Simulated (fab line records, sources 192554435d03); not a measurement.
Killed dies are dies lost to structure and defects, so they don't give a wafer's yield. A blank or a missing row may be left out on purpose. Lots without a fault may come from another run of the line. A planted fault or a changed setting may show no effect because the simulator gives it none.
Chamber matching | flow n5_finfet | N5_BEOL_M5_STRIP_64 on rie_diel-03: 4 sister chambers
The step strips in CF4. 18 wafers are shown with their chamber, then 9 later ones without.

WAFERS WITH THEIR CHAMBER
wafer  | chamber | showerhead_plenum_p_Torr (Torr) | throttle_valve_pct (%) | drypump_motor_current_A (A)
L078.2 | 2       | 1.79                            | 14.05                  | 5.31
L078.5 | 2       | 1.79                            | 14.03                  | 5.29
L078.6 | 1       | 1.66                            | 13.37                  | 5.20
L080.1 | 2       | 1.78                            | 14.07                  | 5.32
L080.2 | 0       | 1.77                            | 13.56                  | 5.55
L080.6 | 1       | 1.66                            | 13.38                  | 5.21
L082.1 | 3       | 1.77                            | 13.94                  | 5.71
L082.2 | 0       | 1.77                            | 13.59                  | 5.54
L082.6 | 3       | 1.77                            | 13.96                  | 5.69
L081.1 | 3       | 1.77                            | 13.95                  | 5.70
L081.3 | 0       | 1.77                            | 13.59                  | 5.59
L081.6 | 0       | 1.77                            | 13.57                  | 5.54
L084.1 | 0       | 1.77                            | 13.59                  | 5.57
L084.2 | 2       | 1.78                            | 14.06                  | 5.26
L084.5 | 0       | 1.77                            | 13.60                  | 5.56
L083.1 | 3       | 1.77                            | 13.95                  | 5.70
L083.3 | 1       | 1.65                            | 13.42                  | 5.20
L083.5 | 0       | 1.77                            | 13.61                  | 5.56

SIGNATURES (means of the wafers above)
reading                  | chamber 0 | chamber 1 | chamber 2 | chamber 3 | scatter within a chamber
showerhead_plenum_p_Torr | 1.7700    | 1.6567    | 1.7850    | 1.7700    | 0.00345
throttle_valve_pct       | 13.5871   | 13.3900   | 14.0525   | 13.9500   | 0.0174
drypump_motor_current_A  | 5.5586    | 5.2033    | 5.2950    | 5.7000    | 0.0174
Rule: a wafer's distance from a chamber is the root of the sum, over the readings, of the square of ((its reading less the chamber's mean) divided by the reading's scatter). The wafer belongs to the nearest chamber; if the next one is less than 2 further off, it can't be placed. The scatter: the root of (the sum of the squares of (reading less its chamber's mean) over the shown wafers, divided by (wafers less chambers)).

WAFERS WITHOUT THEIR CHAMBER
wafer  | showerhead_plenum_p_Torr (Torr) | throttle_valve_pct (%) | drypump_motor_current_A (A)
L087.1 | 1.78                            | 14.08                  | 5.28
L087.5 | 1.77                            | 13.61                  | 5.56
L087.6 | 1.65                            | 13.42                  | 5.20
L090.1 | 1.65                            | 13.43                  | 5.22
L090.4 | 1.65                            | 13.42                  | 5.21
L090.5 | 1.78                            | 14.10                  | 5.26
L091.3 | 1.77                            | 13.63                  | 5.53
L091.4 | 1.78                            | 14.12                  | 5.24
L091.5 | 1.77                            | 13.64                  | 5.53

WHICH CHAMBER EACH WENT THROUGH
wafer  | from the rows above | in truth
L087.1 | 2                   | 2
L087.5 | 0                   | 0
L087.6 | 1                   | 1
L090.1 | 1                   | 1
L090.4 | 1                   | 1
L090.5 | 2                   | 2
L091.3 | 0                   | 0
L091.4 | 2                   | 2
L091.5 | 0                   | 0
Placed correctly: 9 of 9. Can't be placed from these rows: 0. Placed wrongly: 0.
